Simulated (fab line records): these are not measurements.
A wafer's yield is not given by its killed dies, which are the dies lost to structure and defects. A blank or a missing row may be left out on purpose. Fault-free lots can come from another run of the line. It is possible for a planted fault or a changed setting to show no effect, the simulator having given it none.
fab line records + flow n5_finfet
record:
- lots: 4
- wafers: 12
- last_day: 17
route steps=1938 shown MOL_CONTACT_COAG@558 BEOL_M4@1111 PASSIVATION@1936
lots that met no fault: from a run of the same line without faults
start_h: hours from the record's opening day to when the first of the lot's shown wafers began + wait_h: how many hours have passed since the lot's step before this one + " as in the row above + L1.1+2: several wafers, shown together as one row + - no value, or no start was given + * or withheld: withheld + < > ~ a bound
route shown NAME@n: names a module that has steps shown in the file, with the first one's number in the route + usual: mean and standard deviation over wafers with no fault + same: alike in all rows + chamber/n: place in a boat + sites: per-site readings + _std_site: how widely they spread, as a standard deviation + _edge_site: the outer-site mean with the inner-site mean subtracted + radius_mm: for every site, how far away it sits from the centre of the wafer + mask NAME#n: copy n + behind: tool/chamber where the wafer was last shaped + hold: reason for holding the lot/hours on hold/outcome of the hold + device: the transistor (n, p or np) that didn't switch + end of line: tests of these same wafers at the route's end + where a step has no rows: the recipe by itself + killed: count of dies lost to structure and defects at first sort (not the wafer's yield) + map: dies across one wafer; x = killed, . = not, _ = none there
set.NAME: the setting that was run; set.NAME@STEP: the one run at that earlier step + model.NAME: the simulator's own value behind a step, which no gauge read
lots at some steps of the route; a table a step, a row a wafer
services: a tool's chamber out of use, with start hour (start_h, from the record's first day; less than 0 if before it), hours out, and reason
== steps ==
step: N5_MOL_CONTACT_COAG_WET_ETCH_116
recipe:
- chemistry: SC1-inhibited
- target_depth_nm: 4.6
- dry: ipa_marangoni
- rinse_time_s: 30
- rinse_temp_c: 23
step: N5_MOL_CONTACT_COAG_ALD_27
recipe:
- material: SiOC
- target_thk_a: 170
- temp_c: 400
- ald_precursor_family: carbosiloxane
- ald_co_reactant: H2-plasma
- pulse_time_s: 1.5
- time_s: 2720
- purge_time_s: 2
- co_reactant_purge_time_s: 2
- ald_cycles: 340
- pressure_torr: 2
step: N5_MOL_CONTACT_COAG_CMP_28
recipe:
- stop_on: SiNx
- t_overpolish_s: 0.85
- post_cmp_clean: alkaline_brush
- down_force_psi: 4.15
- platen_rpm: 51.8
- pad_velocity_m_s: 1.0307
- target_thk_nm: 14.522
step: N5_MOL_CONTACT_COAG_ALD_123
recipe:
- material: SiNx
- target_thk_a: 50
- temp_c: 400
- ald_precursor_family: SiH2I2
- ald_co_reactant: N2/H2-plasma
- pulse_time_s: 1
- purge_time_s: 2
- co_reactant_purge_time_s: 2
- ald_cycles: 100
- pressure_torr: 2
step: N5_MOL_CONTACT_COAG_PECVD_31
recipe:
- material: SiO2
- target_thk_a: 460
- temp_c: 400
- precursor: TEOS/O2
- pressure_torr: 6.5
- rf_w: withheld
- teos_flow_sccm: withheld
- gas: O2
- flow_sccm: 2650
- time_s: 8.9
step: N5_MOL_CONTACT_COAG_COAT_75
recipe:
- resist: SOC
- temp_c: 250
- time_s: 60
- spin_rpm: 1500
- resist_thk_nm: 60
step: N5_MOL_CONTACT_COAG_COAT_76
recipe:
- resist: SiARC
- temp_c: 220
- time_s: 60
- spin_rpm: 1500
- resist_thk_nm: 10
step: N5_MOL_CONTACT_COAG_COAT_77
recipe:
- resist: underlayer
- temp_c: 205
- time_s: 60
- spin_rpm: 1500
- resist_thk_nm: 10
step: N5_MOL_CONTACT_COAG_COAT_78
recipe:
- resist: CAR-EUV
- spin_rpm: 1500
- resist_thk_nm: 40
step: N5_MOL_CONTACT_COAG_EBR_80
recipe:
- solvent: PGMEA
- ebr_width_mm: 1.5
step: N5_MOL_CONTACT_COAG_SOFTBAKE_79
recipe:
- temp_c: 110
- time_s: 60
- resist: CAR-EUV
step: N5_MOL_CONTACT_COAG_EXPOSE_81
recipe:
- mask_id: VG
- na: 0.33
- source_shape: annular
- sigma_inner: 0.3
- sigma_outer: 0.7
- polarization: unpolarized
- defocus_nm: 0
- dose_mj: 59.5
usual:
- stage_msd_nm: 0.791/0.0078
| lot.wafer | tool           | chamber | start_h | wait_h | mask | stage_msd_nm | model.MOL_CONTACT_COAG.overlay_x_nm |
|-----------|----------------|---------|---------|--------|------|--------------|-------------------------------------|
| L660.1    | euv_scanner-01 | 0       | 122.29  | -      | VG#0 | 0.801        | -0.2                                |
| L660.2    | "              | 0       | "       | "      | VG#0 | 0.799        | -0.2                                |
| L660.3    | "              | 0       | "       | "      | VG#0 | 0.804        | -0.2                                |
| L663.2    | euv_scanner-01 | 0       | 129.65  | -      | VG#0 | 0.800        | 4                                   |
| L663.5    | "              | 0       | "       | "      | VG#0 | 0.799        | 4                                   |
| L663.6    | "              | 0       | "       | "      | VG#0 | 0.804        | 4                                   |
| L668.2    | euv_scanner-01 | 0       | 163.52  | -      | VG#0 | 0.796        | 5.2                                 |
| L668.3    | "              | 0       | "       | "      | VG#0 | 0.800        | 5.2                                 |
| L668.5    | "              | 0       | "       | "      | VG#0 | 0.801        | 5.2                                 |
| L674.3    | euv_scanner-02 | 0       | 192.44  | -      | VG#0 | 0.781        | 0.4                                 |
| L674.4    | "              | 0       | "       | "      | VG#0 | 0.783        | 0.4                                 |
| L674.5    | "              | 0       | "       | "      | VG#0 | 0.783        | 0.4                                 |
step: N5_MOL_CONTACT_COAG_PEB_82
recipe:
- peb_temp_c: 100
- peb_time_s: 60
- resist: CAR-EUV
step: N5_MOL_CONTACT_COAG_DEVELOP_83
recipe:
- develop_time_s: 30
- developer: TMAH
- resist: CAR-EUV
- rinse_liquid: surfactant_rinse
- dry: air_spin
- dev_temp_c: 23
step: N5_MOL_CONTACT_COAG_OVL_MEAS_85
recipe:
- points_per_wafer: 522
usual:
- VG_OVL: 0.1/0.73
same:
- points_per_wafer: 522
| lot.wafer | tool       | chamber | start_h | wait_h | VG_OVL[nm] |
|-----------|------------|---------|---------|--------|------------|
| L660.1    | overlay-01 | 0       | 122.46  | 0.0    | 1.1        |
| L660.2    | "          | 0       | "       | "      | 0.0        |
| L660.3    | "          | 0       | "       | "      | 0.2        |
| L663.2    | overlay-01 | 0       | 129.82  | 0.0    | 4.3        |
| L663.5    | "          | 0       | "       | "      | 4.0        |
| L663.6    | "          | 0       | "       | "      | 3.8        |
| L668.2    | overlay-01 | 0       | 163.69  | 0.0    | 5.2        |
| L668.3    | "          | 0       | "       | "      | 4.3        |
| L668.5    | "          | 0       | "       | "      | 6.0        |
| L674.3    | overlay-01 | 0       | 192.61  | 0.0    | -0.5       |
| L674.4    | "          | 0       | "       | "      | 0.1        |
| L674.5    | "          | 0       | "       | "      | -1.3       |
step: N5_MOL_CONTACT_COAG_DESCUM_88
recipe:
- chemistry: O2
- time_s: 7
- source_power_w: 50
- bias_power_w: 20
- pressure_mtorr: 20
- rf_frequency_hz: 2.712e+07
- temp_c: 40
- resist: CAR-EUV
- o2_flow_sccm: 225
step: N5_MOL_CONTACT_COAG_ETCH_89
recipe:
- chemistry: N2/H2
- target: underlayer
- target_depth_a: 130
- mask_material: CAR-EUV
- time_s: 10.4
- ion_energy_ev: 200
- pressure_mtorr: 30
- source_w: 840
- bias_w: 150
- n2_flow_sccm: 200
- h2_flow_sccm: 200
- ends: cleared
step: N5_MOL_CONTACT_COAG_ETCH_90
recipe:
- chemistry: CF4
- target: SiARC
- target_depth_a: 130
- mask_material: CAR-EUV
- time_s: 21.7
- ion_energy_ev: 80
- pressure_mtorr: 40
- source_w: 545
- bias_w: 36
- Ar_flow_sccm: 100
- cf4_flow_sccm: 100
- ends: cleared
step: N5_MOL_CONTACT_COAG_ALD_131
recipe:
- material: SiO2
- target_thk_a: 50
- temp_c: 100
- ald_precursor_family: BDEAS
- ald_co_reactant: O2-plasma
- pulse_time_s: 1
- co_reactant_pulse_time_s: 1
- purge_time_s: 2
- co_reactant_purge_time_s: 2
- ald_cycles: 35
- pressure_torr: 2
step: N5_MOL_CONTACT_COAG_ETCHBACK_132
recipe:
- chemistry: CHF3
- target: SiO2
- target_depth_a: 100
- time_s: 6.7
- ion_energy_ev: 200
- pressure_mtorr: 30
- source_w: 610
- bias_w: 170
- Ar_flow_sccm: 200
- CHF3_flow_sccm: 50
step: N5_MOL_CONTACT_COAG_ETCH_91
recipe:
- chemistry: N2/H2
- target: SOC
- target_depth_a: 600
- overetch_a: 210
- mask_material: SiARC
- temp_c: 40
- time_s: 101.2
- ion_energy_ev: 200
- pressure_mtorr: 30
- source_w: 840
- bias_w: 150
- n2_flow_sccm: 200
- h2_flow_sccm: 200
step: N5_MOL_CONTACT_COAG_STRIP_92
recipe:
- chemistry: N2/H2
- temp_c: 40
- n2_flow_sccm: 200
- h2_flow_sccm: 200
- rf_frequency_hz: 6e+07
step: N5_MOL_CONTACT_COAG_STRIP_93
recipe:
- chemistry: N2/H2
- temp_c: 40
- n2_flow_sccm: 200
- h2_flow_sccm: 200
- rf_frequency_hz: 6e+07
step: N5_MOL_CONTACT_COAG_ETCHBACK_135
recipe:
- chemistry: CHF3
- target: SiO2
- target_depth_a: 250
- time_s: 16.7
- ion_energy_ev: 200
- pressure_mtorr: 30
- source_w: 610
- bias_w: 170
- Ar_flow_sccm: 200
- CHF3_flow_sccm: 50
step: N5_MOL_CONTACT_COAG_STRIP_118
recipe:
- chemistry: CHF3
- resist: SiARC
- rf_frequency_hz: 6e+07
step: N5_MOL_CONTACT_COAG_VIA_ETCH_46
recipe:
- chemistry: C4F6/O2
- target_depth_a: 460
- overetch_a: 92
- mask_material: SOC
- target: SiO2
- bias_w: 455
- pressure_mtorr: 10
- time_s: 40
- source_w: 325
- Ar_flow_sccm: 300
- C4F6_flow_sccm: 10
- O2_flow_sccm: 10
- ion_energy_ev: 575.3
- ends: end_point
step: N5_MOL_CONTACT_COAG_STRIP_96
recipe:
- chemistry: N2/H2
- power_w: 500
- temp_c: 40
- pressure_mtorr: 50
- rf_frequency_hz: 6e+07
- overash_fraction: 0.3
- bias_power_w: 28
- h2_frac: 0.5
- n2_flow_sccm: 300
- h2_flow_sccm: 300
step: N5_MOL_CONTACT_COAG_ETCH_47
recipe:
- chemistry: CH3F/O2
- target: SiNx
- target_depth_a: 270
- mask_material: SiO2
- stop_on: W
- over_etch_frac: 0.2
- ion_energy_ev: 120
- endpoint: OES-CN
- pressure_mtorr: 30
- source_w: 395
- bias_w: 73
- Ar_flow_sccm: 150
- CH3F_flow_sccm: 30
- O2_flow_sccm: 20
- ends: end_point
step: N5_MOL_CONTACT_COAG_STRIP_119
recipe:
- chemistry: N2/H2
- time_s: 30
- power_w: 1000
- temp_c: 250
- pressure_mtorr: withheld
- n2_flow_sccm: 1750
- h2_flow_sccm: 3250
step: N5_MOL_CONTACT_COAG_PRECLEAN_144
recipe:
- chemistry: alkaline_clean
- temp_c: 60
- time_s: 60
- do_ppb: 50
step: N5_MOL_CONTACT_COAG_SRD_145
recipe:
- dry: ipa_marangoni
- time_s: 30
- temp_c: 23
- rinse_liquid: diw
step: N5_MOL_CONTACT_COAG_COAT_62
recipe:
- resist: SOC
- temp_c: 250
- time_s: 60
- spin_rpm: 1500
- resist_thk_nm: 60
step: N5_MOL_CONTACT_COAG_COAT_63
recipe:
- resist: SiARC
- temp_c: 220
- time_s: 60
- spin_rpm: 1500
- resist_thk_nm: 10
step: N5_MOL_CONTACT_COAG_COAT_64
recipe:
- resist: underlayer
- temp_c: 205
- time_s: 60
- spin_rpm: 1500
- resist_thk_nm: 10
step: N5_MOL_CONTACT_COAG_COAT_34
recipe:
- resist: CAR-EUV
- spin_rpm: 1500
- resist_thk_nm: 40
step: N5_MOL_CONTACT_COAG_EBR_36
recipe:
- solvent: PGMEA
- ebr_width_mm: 1.5
step: N5_MOL_CONTACT_COAG_SOFTBAKE_35
recipe:
- temp_c: 110
- time_s: 60
- resist: CAR-EUV
step: N5_MOL_CONTACT_COAG_EXPOSE_37
recipe:
- mask_id: VD
- na: 0.33
- source_shape: annular
- sigma_inner: 0.3
- sigma_outer: 0.7
- polarization: unpolarized
- defocus_nm: 0
- dose_mj: 62
step: N5_BEOL_M4_RC_MEAS_101
usual:
- DIBL_N: 36.5/2.2
- DIBL_P: 36.9/2.9
- IOFF_N: 0.17/0.044
- IOFF_P: 0.22/0.052
- ION_N: 671/16
- ION_P: 461/10
- SS_N: 71.6/0.73
- SS_P: 73.5/0.79
- VT_N: 250/4.1
- VT_P: -250/4.1
| lot.wafer | tool      | chamber | start_h | wait_h | DIBL_N[mV/V] | DIBL_P[mV/V] | IOFF_N[nA/um] | IOFF_P[nA/um] | ION_N[uA/um] | ION_P[uA/um] | SS_N[mV/dec] | SS_P[mV/dec] | VT_N[mV] | VT_P[mV] |
|-----------|-----------|---------|---------|--------|--------------|--------------|---------------|---------------|--------------|--------------|--------------|--------------|----------|----------|
| L660.1    | prober-01 | 0       | 203.00  | 0.0    | 35.3         | 35.6         | 0.13          | 0.19          | 650          | 447          | 71.8         | 72.9         | 254      | -251     |
| L660.2    | "         | 0       | "       | "      | 40.3         | 42.1         | 0.22          | 0.30          | 684          | 465          | 72.8         | 74.7         | 248      | -249     |
| L660.3    | "         | 0       | "       | "      | 36.6         | 38.1         | 0.15          | 0.23          | 671          | 465          | 71.7         | 73.6         | 251      | -247     |
| L663.2    | prober-02 | 0       | 207.89  | 0.2    | 36.5         | 38.1         | 0.17          | 0.26          | 690          | 476          | 71.5         | 73.4         | 247      | -246     |
| L663.5    | "         | 0       | "       | "      | 34.6         | 35.5         | 0.15          | 0.23          | 673          | 476          | 71.9         | 72.8         | 249      | -248     |
| L663.6    | "         | 0       | "       | "      | 35.7         | 37.5         | 0.17          | 0.26          | 686          | 481          | 71.3         | 74.0         | 248      | -248     |
| L668.2    | prober-02 | 0       | 252.93  | 0.2    | 39.9         | 42.9         | 0.25          | 0.29          | 687          | 461          | 72.6         | 75.1         | 242      | -247     |
| L668.3    | "         | 0       | "       | "      | 32.7         | 32.2         | 0.11          | 0.14          | 681          | 461          | 70.8         | 72.2         | 253      | -256     |
| L668.5    | "         | 0       | "       | "      | 36.3         | 38.0         | 0.16          | 0.20          | 672          | 455          | 71.3         | 74.1         | 249      | -251     |
| L674.3    | prober-02 | 0       | 287.28  | 0.3    | 35.0         | 33.6         | 0.13          | 0.18          | 681          | 466          | 71.2         | 72.6         | 251      | -250     |
| L674.4    | "         | 0       | "       | "      | 39.6         | 39.2         | 0.24          | 0.27          | 695          | 468          | 72.1         | 74.2         | 243      | -248     |
| L674.5    | "         | 0       | "       | "      | 36.3         | 35.6         | 0.17          | 0.21          | 690          | 476          | 71.6         | 73.1         | 248      | -251     |
step: N5_PASSIVATION_PROBE_49
usual:
- defect_limited_yield: 91.3/1.4
- killed_at_M0_to_M3: 36/10
- killed_at_M4_up: 13/5.4
- killed_at_contacts: 12/5.3
- killed_at_front_end: 39/10
- killed_at_other: 3.2/2.7
- killed_dies: 103/16
- killed_on_rim: 13/4
- killed_open: 68/13
- killed_short: 33/6.6
- sort_bin_4_leakage: 0.01/0.031
- sort_bin_5_function: 5.1/0.92
- sort_bin_6_memory: 3.3/0.68
- sort_n_pass: 1077/17
- sort_yield_pct: 91.2/1.4
same:
- gross_dies: 1180
- killed_at_back_side: 0
- sort_bin_8_speed[%]: 0
| lot.wafer | tool      | chamber | start_h | wait_h | defect_limited_yield[%] | killed_at_M0_to_M3 | killed_at_M4_up | killed_at_contacts | killed_at_front_end | killed_at_other | killed_dies | killed_on_rim | killed_open | killed_short | sort_bin_4_leakage[%] | sort_bin_5_function[%] | sort_bin_6_memory[%] | sort_n_pass | sort_yield_pct[%] |
|-----------|-----------|---------|---------|--------|-------------------------|--------------------|-----------------|--------------------|---------------------|-----------------|-------------|---------------|-------------|--------------|-----------------------|------------------------|----------------------|-------------|-------------------|
| L660.1    | prober-01 | -       | 307.44  | 0.2    | 87.9                    | 39                 | 17              | 18                 | 67                  | 2               | 143         | 13            | 98          | 45           | 0                     | 7.4                    | 4.6                  | 1037        | 87.9              |
| L660.2    | prober-01 | -       | 307.49  | 0.2    | 91.9                    | 34                 | 4               | 15                 | 36                  | 7               | 96          | 15            | 63          | 31           | 0                     | 4.7                    | 3.1                  | 1084        | 91.9              |
| L660.3    | prober-01 | -       | 307.54  | 0.3    | 92.3                    | 24                 | 16              | 11                 | 37                  | 3               | 91          | 5             | 53          | 37           | 0                     | 4.2                    | 3.1                  | 1089        | 92.3              |
| L663.2    | prober-01 | -       | 311.98  | 0.1    | 91.6                    | 22                 | 12              | 30                 | 32                  | 3               | 99          | 14            | 46          | 30           | 0                     | 4.8                    | 2.7                  | 1081        | 91.6              |
| L663.5    | prober-01 | -       | 312.13  | 0.2    | 90.7                    | 38                 | 9               | 18                 | 40                  | 5               | 110         | 11            | 67          | 37           | 0                     | 4.6                    | 4.0                  | 1070        | 90.7              |
| L663.6    | prober-01 | -       | 312.18  | 0.3    | 86.7                    | 57                 | 16              | 34                 | 45                  | 5               | 157         | 21            | 92          | 36           | 0                     | 7.2                    | 4.4                  | 1023        | 86.7              |
| L668.2    | prober-01 | -       | 351.64  | 0.1    | 78.0                    | 30                 | 15              | 170                | 43                  | 2               | 260         | 29            | 68          | 37           | 0                     | 12.7                   | 2.6                  | 920         | 78.0              |
| L668.3    | prober-01 | -       | 351.69  | 0.1    | 73.9                    | 29                 | 19              | 224                | 30                  | 6               | 308         | 30            | 57          | 33           | 0                     | 13.1                   | 3.6                  | 872         | 73.9              |
| L668.5    | prober-01 | -       | 351.79  | 0.2    | 61.8                    | 37                 | 15              | 373                | 25                  | 1               | 451         | 64            | 66          | 32           | 0                     | 19.7                   | 3.3                  | 729         | 61.8              |
| L674.3    | prober-02 | -       | 395.78  | 0.5    | 91.4                    | 33                 | 18              | 5                  | 45                  | 0               | 101         | 16            | 55          | 42           | 0                     | 5.8                    | 2.2                  | 1079        | 91.4              |
| L674.4    | prober-02 | -       | 395.83  | 0.5    | 92.6                    | 21                 | 16              | 7                  | 41                  | 2               | 87          | 14            | 53          | 34           | 0.08                  | 3.2                    | 3.6                  | 1092        | 92.5              |
| L674.5    | prober-02 | -       | 395.88  | 0.6    | 94.5                    | 20                 | 10              | 6                  | 27                  | 2               | 65          | 8             | 45          | 19           | 0                     | 3.6                    | 1.7                  | 1115        | 94.5              |
killed by level:class
L660.1 STI_FIN_REVEAL:geometric_particle:open=19 BEOL_M0_SAQP:geometric_particle:short=18 FIN_SAQP:geometric_particle:open=16 BEOL_M0_SAQP:geometric_particle:open=14 MOL_CONTACT_COAG:geometric_particle:open=12 BEOL_M4:geometric_particle:open=12 GATE_CUT:geometric_particle:open=7 MOL_CONTACT_COAG:geometric_particle:short=6
L660.2 MOL_CONTACT_COAG:geometric_particle:open=12 BEOL_M0_SAQP:geometric_particle:short=10 FIN_SAQP:geometric_particle:short=9 BEOL_M0_SAQP:geometric_particle:open=9 FIN_SAQP:geometric_particle:open=7 STI_FIN_REVEAL:geometric_particle:open=7 BEOL_M3:geometric_particle:open=5 BEOL_M2:geometric_particle:open=4
L660.3 STI_FIN_REVEAL:geometric_particle:open=12 BEOL_M0_SAQP:geometric_particle:short=12 BEOL_M4:geometric_particle:open=10 MOL_CONTACT_COAG:geometric_particle:open=8 GATE_CUT:geometric_particle:short=6 STARTING-WAFER:geometric_particle:short=6 BEOL_M1:geometric_particle:open=5 FIN_SAQP:geometric_particle:short=3
L663.2 MOL_CONTACT_COAG:overlay=22 FIN_SAQP:geometric_particle:short=13 MOL_CONTACT_COAG:geometric_particle:open=7 STI_FIN_REVEAL:geometric_particle:open=5 BEOL_M4:geometric_particle:open=5 DUMMY_GATE:geometric_particle:open=4 BEOL_M0_SAQP:geometric_particle:open=4 BEOL_M1:geometric_particle:open=4
L663.5 FIN_SAQP:geometric_particle:open=13 MOL_CONTACT_COAG:geometric_particle:open=12 BEOL_M3:geometric_particle:open=11 BEOL_M0_SAQP:geometric_particle:short=9 FIN_SAQP:geometric_particle:short=8 STI_FIN_REVEAL:geometric_particle:open=7 BEOL_M2:geometric_particle:open=6 MOL_CONTACT_COAG:overlay=5
L663.6 MOL_CONTACT_COAG:overlay=29 BEOL_M0_SAQP:geometric_particle:open=14 FIN_SAQP:geometric_particle:open=12 BEOL_M3:geometric_particle:open=11 FIN_SAQP:geometric_particle:short=10 BEOL_M2:geometric_particle:open=10 BEOL_M0_SAQP:geometric_particle:short=8 BEOL_M4:geometric_particle:open=8
L668.2 MOL_CONTACT_COAG:overlay=153 MOL_CONTACT_COAG:geometric_particle:open=11 FIN_SAQP:geometric_particle:short=9 FIN_SAQP:geometric_particle:open=9 BEOL_M2:geometric_particle:open=9 STI_FIN_REVEAL:geometric_particle:open=6 MOL_CONTACT_COAG:geometric_particle:short=6 BEOL_M0:geometric_particle:open=5
L668.3 MOL_CONTACT_COAG:overlay=215 MOL_CONTACT_COAG:geometric_particle:open=8 BEOL_M2:geometric_particle:open=8 FIN_SAQP:geometric_particle:short=6 BEOL_M0_SAQP:geometric_particle:short=6 BEOL_M4:geometric_particle:open=5 FIN_SAQP:geometric_particle:open=4 STI_FIN_REVEAL:geometric_particle:open=4
L668.5 MOL_CONTACT_COAG:overlay=351 MOL_CONTACT_COAG:geometric_particle:open=18 BEOL_M0_SAQP:geometric_particle:short=9 BEOL_M0:geometric_particle:open=7 BEOL_M2:geometric_particle:open=7 DUMMY_GATE:geometric_particle:open=6 BEOL_M0_SAQP:geometric_particle:open=6 BEOL_M4:geometric_particle:open=6
L674.3 FIN_SAQP:geometric_particle:short=16 FIN_SAQP:geometric_particle:open=9 BEOL_M1:geometric_particle:open=7 BEOL_M2:geometric_particle:open=7 BEOL_M3:geometric_particle:open=7 BEOL_M4:geometric_particle:open=5 BEOL_M0_SAQP:geometric_particle:short=4 DUMMY_GATE:geometric_particle:open=3
L674.4 FIN_SAQP:geometric_particle:open=12 FIN_SAQP:geometric_particle:short=10 ILD0:geometric_particle:short=7 BEOL_M3:geometric_particle:open=7 MOL_CONTACT_COAG:geometric_particle:open=6 BEOL_M4:geometric_particle:open=6 BEOL_M2:geometric_particle:short=5 STI_FIN_REVEAL:geometric_particle:open=4
L674.5 BEOL_M1:geometric_particle:open=8 STARTING-WAFER:geometric_particle:short=6 MOL_CONTACT_COAG:geometric_particle:open=5 BEOL_M4:geometric_particle:open=5 DUMMY_GATE:geometric_particle:open=4 STARTING-WAFER:geometric_particle:open=4 FIN_SAQP:geometric_particle:short=3 FIN_SAQP:geometric_particle:open=3
map L663.6 (x killed, . not)
_________________...x........________________
______________.......x...x.....x_____________
___________........................__________
__________..............x..........._________
________x..........x.............x..x._______
_______xx................x.............______
______..........x.....x...x.....x......._____
_____...xx.........x.....x...............____
____..xx............x.x.x.....x.x.x.......___
___.x.....x......x......x.................x__
___...x...x.x.........x......x.............__
__...........x..........xx........x......xx._
__.....x.........x...x.x...................._
_x......x..............x...........x...x.x...
_xx..xx........x.......x...xx....x....x......
_.x...xx.xx..............x.........x..x......
_..x...............x............x......x.....
_.......x.......x.x.....x.......x.x..x.......
_....x.xx........x...x..x.......x......x.x..x
_.......xx....................x..............
_x.....x.......x.....x.x.....................
__......x.......x.......x..........xx.....xx_
__......x..x...x..x..x.x...................._
___.....x....x....x......x...x........x..xx__
___x........x.......x.....xx.......x.x...x.__
____...xx....................xx...........___
_____............................x.....x.____
______.......x.x........x........xx....._____
_______...................x............______
________.............xx....xx........._______
__________........x.......xx..x.x..._________
___________..x.........x..xx.......__________
______________..............x..._____________
_________________....x.......________________
map L668.5 (x killed, . not)
_________________xx..x.xxxx..________________
______________.x....x.........x._____________
___________x..xxx.xxx.......xx....x__________
__________xx...x..x...xxx.....xx..x._________
________x.x...xx......x...x..x.......x_______
_______x.x.....xx..x..x........x.......______
______.x.x..xxx.........xx.....x.....x.._____
_____x...xx..x.x.x.x..xx....x.xx.x.......____
____.xx.x..x......x.xxxx.x....x.....x..xx.___
___.x.xxxx.x..x......x......x..xxx....xxxx.__
___x.....xxx.x..xx.x..xx.......xx.x.x......__
__.x......x...x.....x.xxx...xx.......xxxx.xx_
__.xxx..x....xx......x...x..xxxx.........xx._
_..x..x.xxx.x..xx...xx..x.xxx..xx....x.x...x.
_.x....x..x....x...x.x......x...xx.xx.xxx.x..
_x..xxx.....xx.x.x.x.x........x...x....x.xx..
_..xx....xxx...x.x.xx...x.xxx..x.x...xx...xxx
_x.x.x.xxx.xx.xx..x...x.xx..x..x....x..x...x.
_.xxx......x...xxxx..x.x.xx....xx.xxx.xx.x...
_.xx.xx..xxx.x.xx.xxx...x..xxxx....xxxxx.x.xx
_x.xxx...x.xx.x.x..........x...x...x.xx.x..xx
__....xxx..xxxx...x.x..x....x...x...x.....xx_
__..xxx.xxxx...x..........x..xxx............_
___.x.x.x.xxx...x.......x.xx.x.x.x...x.xx..__
___.xx.....x.xxx.xx..xxx...x.x...xx....xx.x__
____.......x..xxx..x..x.....x.......xxxx..___
_____.....xx.....x.xxx.xx.xx.....xx.x....____
______.x..x.xxx.x.x.xxx.xx.xxx...x...x.x_____
_______..x.x.x.xx...x.x......x..xx...x.______
________xxxxxx.xxxxx.x.........xx..x.._______
__________x.x.....xx.x....x.x.xxx.x._________
___________.x.x.x....x.........xx.x__________
______________...x..xx.....x.xx._____________
_________________x.xx.x.xx.x.________________
== services ==
| tool           | chamber | start_h | hours | kind        |
|----------------|---------|---------|-------|-------------|
| euv_scanner-02 | -       | 98.43   | 5.8   | pm          |
| euv_scanner-01 | -       | 102.78  | 0.8   | repair      |
| euv_scanner-01 | -       | 105.22  | 1.0   | pm          |
| euv_scanner-01 | 0       | 146.23  | -     | calibration |
| euv_scanner-01 | -       | 149.25  | 1.0   | repair      |
| euv_scanner-02 | -       | 153.76  | 1.0   | repair      |
| euv_scanner-02 | -       | 160.28  | 1.0   | pm          |
| euv_scanner-01 | -       | 161.29  | 1.0   | pm          |
| euv_scanner-01 | -       | 176.91  | 5.8   | pm          |
== key ==
first_sign:
- step: N5_MOL_CONTACT_COAG_OVL_MEAS_85
- reading: VG_OVL
- direction: up
- sigmas: 6.2
- usual: 0.1
- struck: 4.6
effect:
- step: N5_PASSIVATION_PROBE_49
- reading: killed_at_contacts
- direction: up
- sigmas: 24
- usual: 12
- struck: 142
- wafers_moved: 5
model_effect:
- step: N5_MOL_CONTACT_COAG_EXPOSE_81
- value: MOL_CONTACT_COAG.overlay_x_nm
- without: -0.3
- struck: 4.6
more_kills_born_at:
- N5_MOL_CONTACT_COAG_EXPOSE_81@euv_scanner-01: 775
met_at N5_MOL_CONTACT_COAG_EXPOSE_81
struck_wafers L663.2,L663.5,L663.6,L668.2,L668.3,L668.5
onset_between 122.29 129.65
fault:
- kind: scanner_matching_overlay
- tool: euv_scanner-01
- chamber: -
- onset_h: 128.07
- steps: N5_MOL_CONTACT_COAG_EXPOSE_81
- offset: 4.8803
